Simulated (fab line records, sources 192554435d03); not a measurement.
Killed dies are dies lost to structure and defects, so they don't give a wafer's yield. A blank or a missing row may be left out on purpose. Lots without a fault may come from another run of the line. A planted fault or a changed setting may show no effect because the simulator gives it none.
Chamber matching | flow n5_finfet | N5_BEOL_M12_ETCH_38 on rie_diel-04: 4 sister chambers
The step etches SiCN in CF4/N2, target depth 68.7 nm, time 73.4 s. 24 wafers are shown with their chamber, then 12 later ones without.

WAFERS WITH THEIR CHAMBER
wafer  | chamber | drypump_motor_current_A (A) | showerhead_plenum_p_Torr (Torr) | throttle_valve_pct (%)
L075.1 | 2       | 5.7                         | 2.26                            | 15.42
L075.2 | 3       | 5.0                         | 2.25                            | 14.90
L075.5 | 0       | 6.0                         | 2.25                            | 15.18
L077.2 | 2       | 5.7                         | 2.26                            | 15.47
L077.3 | 1       | 5.6                         | 2.35                            | 15.20
L077.4 | 3       | 5.0                         | 2.25                            | 14.92
L079.2 | 0       | 6.0                         | 2.25                            | 15.20
L079.3 | 3       | 5.1                         | 2.25                            | 14.92
L079.6 | 2       | 5.7                         | 2.26                            | 15.45
L082.1 | 0       | 6.0                         | 2.25                            | 15.22
L082.2 | 3       | 5.1                         | 2.24                            | 14.94
L082.3 | 2       | 5.7                         | 2.25                            | 15.46
L083.2 | 3       | 5.0                         | 2.24                            | 14.95
L083.5 | 3       | 5.0                         | 2.24                            | 14.94
L083.6 | 0       | 6.0                         | 2.25                            | 15.22
L084.2 | 3       | 5.0                         | 2.24                            | 14.95
L084.3 | 2       | 5.7                         | 2.25                            | 15.49
L084.4 | 1       | 5.6                         | 2.34                            | 15.24
L086.1 | 0       | 6.0                         | 2.24                            | 15.24
L086.2 | 1       | 5.6                         | 2.34                            | 15.26
L086.6 | 3       | 5.0                         | 2.24                            | 14.97
L087.1 | 3       | 5.0                         | 2.24                            | 14.95
L087.2 | 2       | 5.7                         | 2.25                            | 15.49
L087.4 | 0       | 6.0                         | 2.24                            | 15.23

SIGNATURES (means of the wafers above)
reading                  | chamber 0 | chamber 1 | chamber 2 | chamber 3 | scatter within a chamber
drypump_motor_current_A  | 6.000     | 5.600     | 5.700     | 5.022     | 0.0279
showerhead_plenum_p_Torr | 2.2467    | 2.3433    | 2.2550    | 2.2433    | 0.00524
throttle_valve_pct       | 15.2150   | 15.2333   | 15.4633   | 14.9378   | 0.0238
Rule: a wafer's distance from a chamber is the root of the sum, over the readings, of the square of ((its reading less the chamber's mean) divided by the reading's scatter). The wafer belongs to the nearest chamber; if the next one is less than 2 further off, it can't be placed. The scatter: the root of (the sum of the squares of (reading less its chamber's mean) over the shown wafers, divided by (wafers less chambers)).

WAFERS WITHOUT THEIR CHAMBER
wafer  | drypump_motor_current_A (A) | showerhead_plenum_p_Torr (Torr) | throttle_valve_pct (%)
L091.2 | 5.0                         | 2.24                            | 14.97
L091.4 | 5.6                         | 2.25                            | 15.50
L091.6 | 5.1                         | 2.24                            | 14.97
L093.2 | 5.6                         | 2.33                            | 15.29
L093.3 | 5.7                         | 2.24                            | 15.53
L093.5 | 5.6                         | 2.33                            | 15.29
L097.3 | 5.6                         | 2.33                            | 15.29
L097.5 | 5.1                         | 2.23                            | 15.02
L097.6 | 6.0                         | 2.24                            | 15.28
L096.2 | 6.0                         | 2.24                            | 15.28
L096.4 | 5.0                         | 2.23                            | 15.00
L096.6 | 6.1                         | 2.24                            | 15.27

WHICH CHAMBER EACH WENT THROUGH
wafer  | from the rows above | in truth
L091.2 | 3                   | 3
L091.4 | 2                   | 2
L091.6 | 3                   | 3
L093.2 | 1                   | 1
L093.3 | 2                   | 2
L093.5 | 1                   | 1
L097.3 | 1                   | 1
L097.5 | 3                   | 3
L097.6 | 0                   | 0
L096.2 | 0                   | 0
L096.4 | 3                   | 3
L096.6 | 0                   | 0
Placed correctly: 12 of 12. Can't be placed from these rows: 0. Placed wrongly: 0.
